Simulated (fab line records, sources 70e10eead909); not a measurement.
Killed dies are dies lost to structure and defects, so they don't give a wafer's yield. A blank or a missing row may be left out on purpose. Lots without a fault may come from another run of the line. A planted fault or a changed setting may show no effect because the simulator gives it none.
Chamber matching | flow nand_harc | NHARC_THIN_TSV_DEP_43 on pecvd-02: 3 sister chambers
The step deposits SiO2, target thk 1328.5 nm. 6 wafers are shown with their chamber, then 7 later ones without.

WAFERS WITH THEIR CHAMBER
wafer  | chamber | throttle_valve_pct (%)
L764.1 | 0       | 16.6
L767.1 | 0       | 16.8
L767.2 | 1       | 15.8
L767.6 | 1       | 15.6
L766.3 | 2       | 15.3
L766.4 | 2       | 15.5

WAFERS WITHOUT THEIR CHAMBER
wafer  | throttle_valve_pct (%)
L766.5 | 16.0
L772.1 | 15.7
L772.3 | 14.5
L772.5 | 14.5
L776.2 | 16.7
L776.4 | 14.6
L776.5 | 16.4

WHICH CHAMBER EACH WENT THROUGH
wafer  | from the rows above | in truth
L766.5 | 1                   | 1
L772.1 | 1                   | 1
L772.3 | 2                   | 2
L772.5 | 2                   | 2
L776.2 | 0                   | 0
L776.4 | 2                   | 2
L776.5 | 0                   | 0
Placed correctly: 7 of 7. Can't be placed from these rows: 0. Placed wrongly: 0.
How it was worked out, from the rows above alone: a wafer's distance from a chamber is the root of the sum, over the readings, of the square of ((its reading less the chamber's mean) divided by the reading's scatter). The wafer belongs to the nearest chamber; if the next one is less than 2 further off, it can't be placed. A chamber's mean is the mean of its shown wafers. The scatter: the root of (the sum of the squares of (reading less its chamber's mean) over the shown wafers, divided by (wafers less chambers)).
